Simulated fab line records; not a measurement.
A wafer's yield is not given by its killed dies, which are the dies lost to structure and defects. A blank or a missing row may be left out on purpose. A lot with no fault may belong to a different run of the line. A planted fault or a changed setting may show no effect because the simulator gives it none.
Matching of chambers -- flow nandHarc -- NHARC_P_M2_PRE_CLEAN_32 on pecvd-01: 3 sister chambers
The step time 12 s. 3 wafers are shown with their chamber, then 7 later ones without.

## WAFERS PAIRED WITH THEIR CHAMBERS
wafer,chamber,heaterPowerW (W)
L617.4,1,617
L622.1,0,700
L622.2,2,575

## WAFERS WITHOUT THEIR CHAMBER
wafer,heaterPowerW (W)
L622.4,709
L623.3,584
L623.5,564
L623.6,658
L628.1,643
L628.2,609
L628.6,532

## THE CHAMBER EACH PASSED THROUGH
wafer,from the rows above,in truth
L622.4,0,0
L623.3,can't be placed: 2 or 1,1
L623.5,can't be placed: 2 or 1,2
L623.6,can't be placed: 1 or 0 or 2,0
L628.1,can't be placed: 1 or 0 or 2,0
L628.2,can't be placed: 1 or 2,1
L628.6,can't be placed: 2 or 1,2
Correctly placed: 1 of 7. Cannot be placed on the basis of these rows: 6; the candidates contain the true chamber in 6. Number placed wrongly: 0.
How it was worked out, from the rows above alone: a wafer's distance from a chamber is the root of the sum, over the readings, of the square of ((its reading less the chamber's mean) divided by the reading's scatter). If the next closest chamber is less than 2 further off than the closest, the wafer can't be placed; otherwise it belongs to the closest. Each chamber's mean is taken over the wafers shown for it. The scatter: root of mean squared gap, hidden wafer to nearest shown wafer, with one shown wafer a chamber.
